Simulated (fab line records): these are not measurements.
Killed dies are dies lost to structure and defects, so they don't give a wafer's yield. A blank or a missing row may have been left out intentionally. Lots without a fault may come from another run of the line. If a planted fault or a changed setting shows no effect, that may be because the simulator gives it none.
fab line records    flow n5Finfet
record lots=3  wafers=9  lastDay=18
route steps=1938 shown ZERO_LAYER@4 WELL_APT@20 BEOL_M4@1111 PASSIVATION@1936
lots that met no fault: taken from a fault-free run of the same line
startH: hours from the record's opening day to when the first of the lot's shown wafers began    waitH: how many hours have passed since the lot's step before this one    " unchanged from the row above    L1.1+2: several wafers, shown together as one row    - value missing, or start not given    * or withheld: withheld    < > ~ a bound
route shown NAME@n: NAME is a module with steps in the file, n the number in the route of the first one    usual: mean and standard deviation over wafers with no fault    same: alike in all rows    chamber/n: place in a boat    sites: each site's reading    _std_site: the standard deviation of these    _edge_site: outer sites' mean less inner sites'    radiusMm: how far each site lies from the wafer's centre    mask NAME#n: copy n    behind: tool/chamber where the wafer was last shaped    hold: why the lot went on hold/how many hours it stayed there/how the hold came to an end    device: the transistor (n, p or np) that didn't switch    end of line: at the end of the route, the tests of the same wafers    a step with no rows: only its recipe    killed: at the first sort, the dies lost to defects and structure; wafer yield is something else    map: dies across one wafer; x = killed, . = not, _ = none there
set.NAME: the setting that was run; set.NAME@STEP: the one run at that earlier step    model.NAME: the simulator's own value behind a step, which no gauge read
lots at some steps of the route; a table a step, a row a wafer
services: when a tool's chamber went out of use (startH, in hours from the record's first day, below 0 if earlier), for how many hours, and the reason
## steps
# step N5_ZERO_LAYER_PECVD_02
# recipe material=SiO2  targetThkA=100  tempC=400  precursor=SiH4/N2O  pressureTorr=0.75  rfW=275  timeS=6
# step N5_ZERO_LAYER_HMDS_04
# recipe timeS=60  tempC=120
# step N5_ZERO_LAYER_COAT_05
# recipe spinRpm=1500  resistThkNm=1000
# step N5_ZERO_LAYER_EBR_07
# recipe solvent=PGMEA  ebrWidthMm=1.5
# step N5_ZERO_LAYER_SOFTBAKE_06
# recipe tempC=100  timeS=90
# step N5_ZERO_LAYER_EXPOSE_08
# recipe maskId=ZERO  na=0.55  sourceShape=conventional  sigmaOuter=0.8  polarization=unpolarized  defocusNm=0  targetCdNm=2000  doseMj=16.2
# step N5_ZERO_LAYER_PEB_09
# recipe pebTempC=withheld  pebTimeS=*
# step N5_ZERO_LAYER_DEVELOP_10
# recipe developTimeS=60  rinseLiquid=diw  dry=airSpin  devTempC=21
# step N5_ZERO_LAYER_HARDBAKE_23
# recipe tempC=130  timeS=120
# step N5_ZERO_LAYER_DESCUM_16
# recipe chemistry=O2  timeS=7.9  sourcePowerW=50  biasPowerW=20  pressureMtorr=20  rfFrequencyHz=2.712e+07  tempC=40  o2FlowSccm=225
# step N5_ZERO_LAYER_ETCH_17
# recipe chemistry=CF4  target=SiO2  targetDepthA=120  timeS=13.3  ionEnergyEv=350  pressureMtorr=40  sourceW=450  biasW=215  Ar_flow_sccm=100  cf4FlowSccm=100
# step N5_ZERO_LAYER_ETCH_18
# recipe chemistry=HBr/Cl2  target=Si  targetDepthA=1200  timeS=40  pressureMtorr=10  icpW=800  biasW=75  HBr_flow_sccm=150  Cl2_flow_sccm=80
# usual drypumpMotorCurrentA=5.8/0.46  heBacksideLeakSccm=2.78/0.28  oesProductAu=0.998/0.014  throttleValvePct=36.29/0.23
lot.wafer  tool      chamber  startH  waitH  drypumpMotorCurrentA  heBacksideLeakSccm  oesProductAu  rfHoursCounterH  throttleValvePct
L230.1     rieSi-01  2        72.79   0.0    5.8                   2.46                0.984         48               35.93
L230.4     "         3        "       "      6.7                   3.24                1.000         79               36.53
L230.6     "         1        "       "      5.3                   2.63                1.006         -                36.24
L235.2     rieSi-01  3        102.91  0.0    6.7                   2.98                0.992         79               36.51
L235.3     "         1        "       "      5.3                   2.60                1.013         2                36.23
L235.4     "         2        "       "      5.8                   2.47                0.979         48               35.93
L242.1     rieSi-06  3        144.79  0.0    5.6                   2.91                1.009         131              36.45
L242.3     "         1        "       "      6.5                   2.70                1.020         57               36.25
L242.4     "         0        "       "      6.0                   2.90                0.969         55               35.98
# step N5_ZERO_LAYER_STRIP_24
# recipe chemistry=O2  powerW=1000  tempC=250  overashFraction=0.3  pressureMtorr=1000  o2FlowSccm=6750
# step N5_ZERO_LAYER_STRIP_19
# recipe chemistry=SPM  timeS=900  tempC=130  h2so4H2o2VolRatio=4  dry=ipaMarangoni
# step N5_ZERO_LAYER_INSPECT_20
# recipe inspectInstrument=darkfield  mode=postClean
# usual rawDefectCount=37/19
lot.wafer  tool              chamber  startH  waitH  rawDefectCount
L230.1     defectInspect-01  -        73.26   0.0    24
L230.4     "                 -        "       "      37
L230.6     "                 -        "       "      27
L235.2     defectInspect-01  -        103.38  0.0    41
L235.3     "                 -        "       "      876
L235.4     "                 -        "       "      23
L242.1     defectInspect-01  -        145.26  0.0    34
L242.3     "                 -        "       "      77
L242.4     "                 -        "       "      90
# step N5_WELL_APT_HMDS_01
# recipe timeS=60  tempC=120
# step N5_WELL_APT_COAT_02
# recipe spinRpm=1357  resistThkNm=950
# step N5_WELL_APT_EBR_04
# recipe solvent=PGMEA  ebrWidthMm=1.5
# step N5_WELL_APT_SOFTBAKE_03
# recipe tempC=130  timeS=60
# step N5_WELL_APT_EXPOSE_05
# recipe maskId=NWELL  na=0.8  sourceShape=conventional  sigmaOuter=0.8  polarization=unpolarized  defocusNm=0  targetCdNm=200  doseMj=20.3
# step N5_WELL_APT_PEB_06
# recipe pebTempC=130  pebTimeS=90
# step N5_WELL_APT_DEVELOP_07
# recipe developTimeS=45  rinseLiquid=surfactantRinse  dry=airSpin  devTempC=21
# step N5_WELL_APT_HARDBAKE_12
# recipe tempC=130  timeS=120
# step N5_WELL_APT_INSPECT_10
# recipe mode=adi  inspectInstrument=macro
# usual rawDefectCount=1.8/1.5
lot.wafer  tool              chamber  startH  waitH  rawDefectCount
L230.1     defectInspect-01  -        73.61   0.0    3
L230.4     "                 -        "       "      1
L230.6     "                 -        "       "      3
L235.2     defectInspect-01  -        103.86  0.0    4
L235.3     "                 -        "       "      >300
L235.4     "                 -        "       "      2
L242.1     defectInspect-01  -        145.62  0.0    1
L242.3     "                 -        "       "      1
L242.4     "                 -        "       "      1
# step N5_WELL_APT_DESCUM_13
# recipe chemistry=O2  timeS=7.9  sourcePowerW=50  biasPowerW=20  pressureMtorr=20  rfFrequencyHz=2.712e+07  tempC=40  o2FlowSccm=225
# step N5_WELL_APT_IMPLANT_14
# recipe species=P  energyKev=160  doseCm2=1.5e+13  tiltDeg=0  rotationDeg=0
# step N5_WELL_APT_IMPLANT_15
# recipe species=As  energyKev=25  doseCm2=1.5e+13  tiltDeg=0  rotationDeg=0
# step N5_WELL_APT_STRIP_16
# recipe chemistry=SPM  timeS=900  tempC=130  h2so4H2o2VolRatio=4  dry=ipaMarangoni
# step N5_WELL_APT_HMDS_18
# recipe timeS=60  tempC=120
# step N5_WELL_APT_COAT_19
# recipe spinRpm=1357  resistThkNm=950
# step N5_WELL_APT_EBR_21
# recipe solvent=PGMEA  ebrWidthMm=1.5
# step N5_WELL_APT_SOFTBAKE_20
# recipe tempC=130  timeS=60
# step N5_WELL_APT_EXPOSE_22
# recipe maskId=PWELL  na=0.8  sourceShape=conventional  sigmaOuter=0.8  polarization=unpolarized  defocusNm=0  targetCdNm=200  doseMj=23.2
# step N5_WELL_APT_PEB_23
# recipe pebTempC=130  pebTimeS=90
# step N5_WELL_APT_DEVELOP_24
# recipe developTimeS=45  rinseLiquid=surfactantRinse  dry=airSpin  devTempC=21
# step N5_WELL_APT_HARDBAKE_29
# recipe tempC=130  timeS=120
# step N5_WELL_APT_INSPECT_27
# recipe mode=adi  inspectInstrument=macro
# usual rawDefectCount=2.3/1.5
lot.wafer  tool              chamber  startH  waitH  rawDefectCount
L230.1     defectInspect-02  -        74.91   0.0    4
L230.4     "                 -        "       "      0
L230.6     "                 -        "       "      1
L235.2     defectInspect-01  -        105.00  0.0    1
L235.3     "                 -        "       "      >300
L235.4     "                 -        "       "      1
L242.1     defectInspect-01  -        146.77  0.0    1
L242.3     "                 -        "       "      5
L242.4     "                 -        "       "      1
# step N5_WELL_APT_INSPECT_38
# recipe inspectInstrument=darkfield  mode=postEpi
# usual rawDefectCount=13/5
lot.wafer  tool              chamber  startH  waitH  rawDefectCount
L230.1     defectInspect-02  -        77.05   0.7    4
L230.4     "                 -        "       "      5
L230.6     "                 -        "       "      11
L235.2     defectInspect-01  -        106.74  0.4    9
L235.3     "                 -        "       "      868
L235.4     "                 -        "       "      12
L242.1     defectInspect-02  -        148.56  0.5    10
L242.3     "                 -        "       "      22
L242.4     "                 -        "       "      11
# step N5_BEOL_M4_RC_MEAS_101
# usual DIBL_N=35.7/1.5  DIBL_P=35.7/2  IOFF_N=0.155/0.026  IOFF_P=0.20/0.031  ION_N=675/11  ION_P=462/7.1  SS_N=71.3/0.57  SS_P=73.1/0.56  VT_N=250/3  VT_P=-251/3
lot.wafer  tool       chamber  startH  waitH  DIBL_N[mV/V]  DIBL_P[mV/V]  IOFF_N[nA/um]  IOFF_P[nA/um]  ION_N[uA/um]  ION_P[uA/um]  SS_N[mV/dec]  SS_P[mV/dec]  VT_N[mV]  VT_P[mV]
L230.1     prober-01  0        232.30  0.0    36.0          35.8          0.142          0.18           674           460           71.3          73.3          252       -256
L230.4     "          0        "       "      36.2          37.0          0.152          0.18           675           461           71.4          74.2          251       -254
L230.6     "          0        "       "      34.4          34.1          0.125          0.15           670           463           70.6          72.5          252       -255
L235.2     prober-02  0        260.55  0.2    35.9          36.7          0.149          0.21           673           469           70.7          72.9          250       -248
L235.3     "          0        "       "      36.7          37.2          0.162          0.22           669           465           70.9          72.2          248       -248
L235.4     "          0        "       "      36.7          37.1          0.163          0.23           697           470           71.0          73.1          248       -248
L242.1     prober-01  0        311.54  0.0    35.2          36.7          0.138          0.18           667           453           70.6          72.6          251       -255
L242.3     "          0        "       "      36.4          37.6          0.163          0.20           668           456           71.3          72.7          248       -251
L242.4     "          0        "       "      36.4          38.7          0.166          0.21           689           468           71.1          73.5          246       -253
# step N5_PASSIVATION_PROBE_49
# usual defectLimitedYield=91.4/1.5  killed_at_M0_to_M3=34/10  killed_at_M4_up=15/6  killedAtContacts=12/6  killedAtFrontEnd=37/11  killedAtOther=3.3/2.8  killedDies=101/18  killedOnRim=14/4.4  killedOpen=66/14  killedShort=33/7.8  sort_bin_5_function=5.0/0.97  sort_bin_6_memory=3.2/0.72  sortNPass=1079/18  sortYieldPct=91.4/1.5
# same grossDies=1180  killedAtBackSide=0  sort_bin_4_leakage[%]=0  sort_bin_8_speed[%]=0
lot.wafer  tool       chamber  startH  waitH  defectLimitedYield[%]  killed_at_M0_to_M3  killed_at_M4_up  killedAtContacts  killedAtFrontEnd  killedAtOther  killedDies  killedOnRim  killedOpen  killedShort  sort_bin_5_function[%]  sort_bin_6_memory[%]  sortNPass  sortYieldPct[%]
L235.3     prober-02  -        369.47  0.1    86.4                   45                  23               12                77                3              160         33           78          35           7.8                     4.0                   1020       86.4
# killed by level:class
L235.3 ZERO_LAYER:unspecified=47 BEOL_M0_SAQP:geometricParticle:open=12 BEOL_M4:geometricParticle:open=11 MOL_CONTACT_COAG:geometricParticle:open=9 BEOL_M0_SAQP:geometricParticle:short=9 BEOL_M1:geometricParticle:open=9 BEOL_M2:geometricParticle:open=8 BEOL_M5:geometricParticle:open=8
# map L235.3 (x killed, . not)
_________________xxxxxx......________________
______________xxxxxx..........x._____________
___________xxxxxxxxx........x.....x__________
__________xxxxxxxxxx.........x.x...._________
________xxxxxxxx.xxx..........x......x_______
_______x.x.xxx.xx.xx...................______
______..............x.................x._____
_____......x..xx.........x............x..____
____................x.............x.......___
___x......xx.............x..x..........xx..__
___..............x....x.x..................__
__.......x..............x..................._
__....x.....................x....x..x......._
_.............x..x.x................x.x......
_.....x...x.x.......x......................x.
_..x....x.......................x............
_....x.x.....x.......................x.......
_....x..........x......................x....x
_.x..x................x...........x.....x..x.
_.......x..x........x...............xx.......
_...x.x...............x..........x......x....
__xx..........x.....x..x...................x_
__........x....x......xx.........x...x......_
___...........................xx..xx...x...__
___.x...............x..x....xx.............__
____...xx........x....x...................___
_____x..xx...............................____
______..........x....................x.._____
_______................................______
________........x........x..........x._______
__________..........x......x........_________
___________.......x................__________
______________.............x...._____________
_________________...x...x....________________
# map L230.6 (x killed, . not)
_________________...........x________________
______________..............x..._____________
___________.x......................__________
__________...........x.............._________
________...x..........x..............._______
_______.................x......x.......______
______...x.......x.x...................._____
_____......x........x................x...____
____......................................___
___..........x....x..x...x.................__
___..x..........................x..........__
__.....................................x...._
__..............xx....................x....._
_.................xx..................x......
_............................................
_..xx...............x.x..x...................
_.......x........x.............x.............
_........................................x...
_x.x..............x..............x...........
_................x..x..x..x.....x...........x
_............................................
__..x..............x.......x........x......._
__..................x......................._
___........x.....x.......................x.__
___...............x.x.x............x.......__
____.x........x......xx...x...............___
_____....................................____
______x...............................x._____
_______.x..............................______
________......x................x..x..._______
__________...x................x..x.x_________
___________...x...............x....__________
______________.................._____________
_________________............________________
## services
tool      chamber  startH  hours  kind
rieSi-01  0        49.64   3.3    repair
rieSi-01  -        95.57   4.3    pm
## key
firstSign step=N5_ZERO_LAYER_INSPECT_20  reading=rawDefectCount  direction=up  sigmas=44  usual=37  struck=876
effect step=N5_WELL_APT_INSPECT_10  reading=rawDefectCount  direction=up  sigmas=99+  usual=1.8  struck=>300
effect step=N5_WELL_APT_INSPECT_27  reading=rawDefectCount  direction=up  sigmas=99+  usual=2.3  struck=>300
effect step=N5_WELL_APT_INSPECT_38  reading=rawDefectCount  direction=up  sigmas=99+  usual=13  struck=868
effect step=N5_PASSIVATION_PROBE_49  reading=killedAtFrontEnd  direction=up  sigmas=3.5  usual=37  struck=77
moreKillsBornAt N5_ZERO_LAYER_ETCH_18@rieSi-01=47
metAt N5_ZERO_LAYER_ETCH_18
struckWafers L235.3
onsetBetween 72.79 102.91
fault kind=chamberParticleSource  tool=rieSi-01  chamber=1  onsetH=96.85  steps=N5_ZERO_LAYER_ETCH_18  ratePerVisitCm2=1.3261  endH=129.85
